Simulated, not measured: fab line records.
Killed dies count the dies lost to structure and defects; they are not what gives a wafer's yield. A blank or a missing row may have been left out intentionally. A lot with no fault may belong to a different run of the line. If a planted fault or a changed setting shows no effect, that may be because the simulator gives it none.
Lot-split experiment :: flow n5_finfet :: 21 wafers read from 7 lots, route of 1938 steps

ON THE SPLIT
At N5_MIM_BOT_SPUTTER_00 (material TiN, target thk 35 nm, time 89.7 s), the setting chamber_pressure_pa was moved away from the recipe's 0.49996 Pa on 12 of the 21 wafers read, by -13.9% to +11.8%. The other wafers ran this setting at the recipe's value.

The reading is taken at the split's own step.

THE READING
TiN_of_MIM_BOT_SPUTTER_00.thk_nm (the simulator's own value, which no gauge read), in nm, at N5_MIM_BOT_SPUTTER_00 (material TiN, target thk 35 nm, time 89.7 s). The file gives no usual value for it. The 9 wafers here that ran the recipe average 35.2 nm, standard deviation 0.26 nm.

wafer: L075.1
tool, chamber at the split: pvd_sputter-02, -
chamber_pressure_pa as run, Pa: 0.49996
against the recipe: recipe
TiN_of_MIM_BOT_SPUTTER_00.thk_nm, nm: 35.4
against lot-mates on the recipe: -

wafer: L075.4
tool, chamber at the split: pvd_sputter-02, -
chamber_pressure_pa as run, Pa: 0.49996
against the recipe: recipe
TiN_of_MIM_BOT_SPUTTER_00.thk_nm, nm: 35.4
against lot-mates on the recipe: -

wafer: L075.3
tool, chamber at the split: pvd_sputter-02, -
chamber_pressure_pa as run, Pa: 0.49996
against the recipe: recipe
TiN_of_MIM_BOT_SPUTTER_00.thk_nm, nm: 35.2
against lot-mates on the recipe: -

wafer: L074.1
tool, chamber at the split: pvd_sputter-02, -
chamber_pressure_pa as run, Pa: 0.4766
against the recipe: -4.7%
TiN_of_MIM_BOT_SPUTTER_00.thk_nm, nm: 35.6
against lot-mates on the recipe: no lot-mate on the recipe

wafer: L074.2
tool, chamber at the split: pvd_sputter-02, -
chamber_pressure_pa as run, Pa: 0.4766
against the recipe: -4.7%
TiN_of_MIM_BOT_SPUTTER_00.thk_nm, nm: 35.2
against lot-mates on the recipe: no lot-mate on the recipe

wafer: L074.6
tool, chamber at the split: pvd_sputter-02, -
chamber_pressure_pa as run, Pa: 0.4766
against the recipe: -4.7%
TiN_of_MIM_BOT_SPUTTER_00.thk_nm, nm: 35
against lot-mates on the recipe: no lot-mate on the recipe

wafer: L084.1
tool, chamber at the split: pvd_sputter-02, -
chamber_pressure_pa as run, Pa: 0.49996
against the recipe: recipe
TiN_of_MIM_BOT_SPUTTER_00.thk_nm, nm: 35.2
against lot-mates on the recipe: -

wafer: L084.3
tool, chamber at the split: pvd_sputter-02, -
chamber_pressure_pa as run, Pa: 0.49996
against the recipe: recipe
TiN_of_MIM_BOT_SPUTTER_00.thk_nm, nm: 34.8
against lot-mates on the recipe: -

wafer: L084.5
tool, chamber at the split: pvd_sputter-02, -
chamber_pressure_pa as run, Pa: 0.49996
against the recipe: recipe
TiN_of_MIM_BOT_SPUTTER_00.thk_nm, nm: 34.8
against lot-mates on the recipe: -

wafer: L088.1
tool, chamber at the split: pvd_sputter-03, -
chamber_pressure_pa as run, Pa: 0.5589
against the recipe: +11.8%
TiN_of_MIM_BOT_SPUTTER_00.thk_nm, nm: 34.8
against lot-mates on the recipe: no lot-mate on the recipe

wafer: L088.5
tool, chamber at the split: pvd_sputter-03, -
chamber_pressure_pa as run, Pa: 0.5589
against the recipe: +11.8%
TiN_of_MIM_BOT_SPUTTER_00.thk_nm, nm: 34.8
against lot-mates on the recipe: no lot-mate on the recipe

wafer: L088.2
tool, chamber at the split: pvd_sputter-03, -
chamber_pressure_pa as run, Pa: 0.5589
against the recipe: +11.8%
TiN_of_MIM_BOT_SPUTTER_00.thk_nm, nm: 34.6
against lot-mates on the recipe: no lot-mate on the recipe

wafer: L091.1
tool, chamber at the split: pvd_sputter-02, -
chamber_pressure_pa as run, Pa: 0.4305
against the recipe: -13.9%
TiN_of_MIM_BOT_SPUTTER_00.thk_nm, nm: 36
against lot-mates on the recipe: no lot-mate on the recipe

wafer: L091.6
tool, chamber at the split: pvd_sputter-02, -
chamber_pressure_pa as run, Pa: 0.4305
against the recipe: -13.9%
TiN_of_MIM_BOT_SPUTTER_00.thk_nm, nm: 36
against lot-mates on the recipe: no lot-mate on the recipe

wafer: L091.4
tool, chamber at the split: pvd_sputter-02, -
chamber_pressure_pa as run, Pa: 0.4305
against the recipe: -13.9%
TiN_of_MIM_BOT_SPUTTER_00.thk_nm, nm: 36.4
against lot-mates on the recipe: no lot-mate on the recipe

wafer: L089.1
tool, chamber at the split: pvd_sputter-02, -
chamber_pressure_pa as run, Pa: 0.49996
against the recipe: recipe
TiN_of_MIM_BOT_SPUTTER_00.thk_nm, nm: 35
against lot-mates on the recipe: -

wafer: L089.6
tool, chamber at the split: pvd_sputter-02, -
chamber_pressure_pa as run, Pa: 0.49996
against the recipe: recipe
TiN_of_MIM_BOT_SPUTTER_00.thk_nm, nm: 35
against lot-mates on the recipe: -

wafer: L089.2
tool, chamber at the split: pvd_sputter-02, -
chamber_pressure_pa as run, Pa: 0.49996
against the recipe: recipe
TiN_of_MIM_BOT_SPUTTER_00.thk_nm, nm: 35.6
against lot-mates on the recipe: -

wafer: L095.1
tool, chamber at the split: pvd_sputter-01, -
chamber_pressure_pa as run, Pa: 0.5493
against the recipe: +9.9%
TiN_of_MIM_BOT_SPUTTER_00.thk_nm, nm: 34.2
against lot-mates on the recipe: no lot-mate on the recipe

wafer: L095.3
tool, chamber at the split: pvd_sputter-01, -
chamber_pressure_pa as run, Pa: 0.5493
against the recipe: +9.9%
TiN_of_MIM_BOT_SPUTTER_00.thk_nm, nm: 34.8
against lot-mates on the recipe: no lot-mate on the recipe

wafer: L095.5
tool, chamber at the split: pvd_sputter-01, -
chamber_pressure_pa as run, Pa: 0.5493
against the recipe: +9.9%
TiN_of_MIM_BOT_SPUTTER_00.thk_nm, nm: 34.4
against lot-mates on the recipe: no lot-mate on the recipe

FIT RESULTS
A straight line over all 21 wafers: TiN_of_MIM_BOT_SPUTTER_00.thk_nm changes by -0.0575 nm for each +1% of chamber_pressure_pa; r = -0.86; the points scatter about the line by 0.28 nm.
Too few moved wafers have a lot-mate on the recipe to fit a line with each lot's own level taken away.

THE FILE'S OWN FIT
TiN_of_MIM_BOT_SPUTTER_00.thk_nm changes by -0.0575 nm for each +1% of chamber_pressure_pa, r = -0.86.
